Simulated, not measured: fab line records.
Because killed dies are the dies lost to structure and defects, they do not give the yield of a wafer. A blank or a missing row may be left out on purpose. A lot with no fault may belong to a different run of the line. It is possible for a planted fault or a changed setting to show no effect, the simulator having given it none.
Matching of chambers | flow n5-finfet | uv-cure-02 running N5_BEOL_M9_CURE_71: 3 sister chambers
The step cures SiCOH lowk, time 240 s. 3 wafers are shown with their chamber, then 9 later ones without.

## WAFERS, EACH WITH ITS CHAMBER
wafer  | chamber | wafer_temp_C_max
L077.6 | 1       | 386.5
L083.5 | 0       | 387.1
L085.6 | 2       | 387.3

## WAFERS WITH NO CHAMBER GIVEN
wafer  | wafer_temp_C_max
L088.1 | 387.3
L088.3 | 386.8
L088.6 | 386.7
L087.1 | 387.6
L087.2 | 387.0
L087.5 | 386.6
L096.1 | 388.3
L096.2 | 387.8
L096.4 | 387.2

## EACH ONE'S CHAMBER
wafer  | from the rows above          | in truth
L088.1 | can't be placed: 2 or 0 or 1 | 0
L088.3 | can't be placed: 0 or 1 or 2 | 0
L088.6 | can't be placed: 1 or 0 or 2 | 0
L087.1 | can't be placed: 2 or 0 or 1 | 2
L087.2 | can't be placed: 0 or 2 or 1 | 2
L087.5 | can't be placed: 1 or 0 or 2 | 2
L096.1 | can't be placed: 2 or 0 or 1 | 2
L096.2 | can't be placed: 2 or 0 or 1 | 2
L096.4 | can't be placed: 0 or 2 or 1 | 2
Correctly placed: 0 of 9. From these rows, 9 cannot be placed; in 9 the true chamber is one of the candidates. Number placed wrongly: 0.
How it was worked out, from the rows above alone: a wafer's distance from a chamber is the root of the sum, over the readings, of the square of ((its reading less the chamber's mean) divided by the reading's scatter). If the next closest chamber is less than 2 further off than the closest, the wafer can't be placed; otherwise it belongs to the closest. A chamber's mean is the mean of its shown wafers. The scatter: with one shown wafer a chamber, the root of the mean of the squares of how far each hidden wafer lies from its nearest shown one.
